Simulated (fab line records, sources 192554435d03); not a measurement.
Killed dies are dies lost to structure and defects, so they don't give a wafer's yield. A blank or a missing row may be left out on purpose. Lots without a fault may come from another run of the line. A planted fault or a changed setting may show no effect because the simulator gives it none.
Split-lot experiment | flow n5_finfet | 7 lots, 39 wafers read, on a route of 1938 steps

THE SPLIT
At N5_MOL_CONTACT_COAG_ETCH_110 (etches Si in CF4/O2, target depth 2.5 nm, time 8 s), the setting source_w was moved away from the recipe's 200 W on 12 of the 39 wafers read, by -15.9% to +16.1%. The other wafers ran this setting at the recipe's value.

The reading is taken at the split's own step.

THE READING
etch.depth_nm (the simulator's own value, which no gauge read), in nm, at N5_MOL_CONTACT_COAG_ETCH_110 (etches Si in CF4/O2, target depth 2.5 nm, time 8 s). The file gives no usual value for it. The 27 wafers here that ran the recipe average 2.541 nm, standard deviation 0.063 nm.

wafer  | tool, chamber at the split | source_w as run, W | against the recipe | etch.depth_nm, nm | against lot-mates on the recipe
L076.1 | rie_diel-02, 2             | 200                | recipe             | 2.547             | -
L076.2 | rie_diel-02, 3             | 200                | recipe             | 2.559             | -
L076.3 | rie_diel-02, 1             | 200                | recipe             | 2.565             | -
L076.4 | rie_diel-02, 2             | 200                | recipe             | 2.53              | -
L076.5 | rie_diel-02, 3             | 200                | recipe             | 2.576             | -
L076.6 | rie_diel-02, 1             | 200                | recipe             | 2.599             | -
L081.1 | rie_diel-03, 3             | 200                | recipe             | 2.607             | -
L081.2 | rie_diel-03, 1             | 200                | recipe             | 2.677             | -
L081.3 | rie_diel-03, 2             | 186.4              | -6.8%              | 2.389             | -0.217
L081.4 | rie_diel-03, 0             | 200                | recipe             | 2.533             | -
L081.5 | rie_diel-03, 2             | 186.4              | -6.8%              | 2.379             | -0.227
L081.6 | rie_diel-03, 3             | 186.4              | -6.8%              | 2.444             | -0.162
L082.1 | rie_diel-06, 1             | 200                | recipe             | 2.47              | -
L082.2 | rie_diel-06, 0             | 200                | recipe             | 2.419             | -
L082.3 | rie_diel-06, 2             | 214                | +7.0%              | 2.694             | +0.260
L082.4 | rie_diel-06, 3             | 200                | recipe             | 2.414             | -
L082.5 | rie_diel-06, 1             | 214                | +7.0%              | 2.617             | +0.183
L082.6 | rie_diel-06, 0             | 214                | +7.0%              | 2.589             | +0.155
L085.1 | rie_diel-03, 2             | 232.2              | +16.1%             | 2.87              | +0.263
L085.2 | rie_diel-03, 3             | 200                | recipe             | 2.606             | -
L085.3 | rie_diel-03, 0             | 232.2              | +16.1%             | 2.863             | +0.256
L085.4 | rie_diel-03, 1             | 200                | recipe             | 2.677             | -
L085.5 | rie_diel-03, 1             | 232.2              | +16.1%             | 3.033             | +0.426
L085.6 | rie_diel-03, 0             | 200                | recipe             | 2.539             | -
L086.1 | rie_diel-06, 2             | 200                | recipe             | 2.535             | -
L086.2 | rie_diel-06, 3             | 168.1              | -15.9%             | 2.096             | -0.401
L086.3 | rie_diel-06, 1             | 200                | recipe             | 2.498             | -
L086.4 | rie_diel-06, 0             | 200                | recipe             | 2.458             | -
L086.5 | rie_diel-06, 2             | 168.1              | -15.9%             | 2.203             | -0.294
L086.6 | rie_diel-06, 3             | 168.1              | -15.9%             | 2.107             | -0.390
L091.1 | rie_diel-02, 1             | 200                | recipe             | 2.523             | -
L091.2 | rie_diel-02, 0             | 200                | recipe             | 2.583             | -
L091.3 | rie_diel-02, 2             | 200                | recipe             | 2.535             | -
L091.4 | rie_diel-02, 3             | 200                | recipe             | 2.526             | -
L091.5 | rie_diel-02, 0             | 200                | recipe             | 2.574             | -
L091.6 | rie_diel-02, 1             | 200                | recipe             | 2.525             | -
L092.2 | rie_diel-03, 2             | 200                | recipe             | 2.48              | -
L092.4 | rie_diel-03, 3             | 200                | recipe             | 2.564             | -
L092.5 | rie_diel-03, 2             | 200                | recipe             | 2.5               | -

THE FIT
A straight line over all 39 wafers: etch.depth_nm changes by +0.0233 nm for each +1% of source_w; r = +0.93; the points scatter about the line by 0.065 nm.
The same after taking each lot's own level away (the mean of its wafers on the recipe; 39 wafers): +0.0223 nm for each +1%; r = +0.96; scatter 0.049 nm.
On that fit, the largest move of source_w shifts the reading by 0.36 nm.
The lots' own levels span 2.4343 to 2.6073 nm, that is 2.8 times the standard deviation above.
So the lot-to-lot level changes the slope little: the two slopes agree.
Check: with one of the wafers moved furthest among these (+16.1%) left out of the fit, the line predicts +0.374 nm for it against its lot-mates. It came out at +0.263 nm against them.

OTHER SPLITS ON THESE WAFERS
These wafers also went through other splits before the reading. Each is held against what the fit with the lots' levels taken away leaves over:
other split on the same wafers       | wafers away from the commonest value | r with etch.depth_nm (lot level and that fit taken away)
N5_FIN_SAQP_ETCH_52 source_w         | 15                                   | +0.10
N5_DUMMY_GATE_EXPOSE_12 dose_mj      | 15                                   | -0.08
N5_DUMMY_GATE_ETCH_31 target_depth_a | 9                                    | +0.06
N5_DUMMY_GATE_ETCH_32 time_s         | 15                                   | +0.07

THE FILE'S OWN FIT
etch.depth_nm changes by +0.0223 nm for each +1% of source_w, r = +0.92.
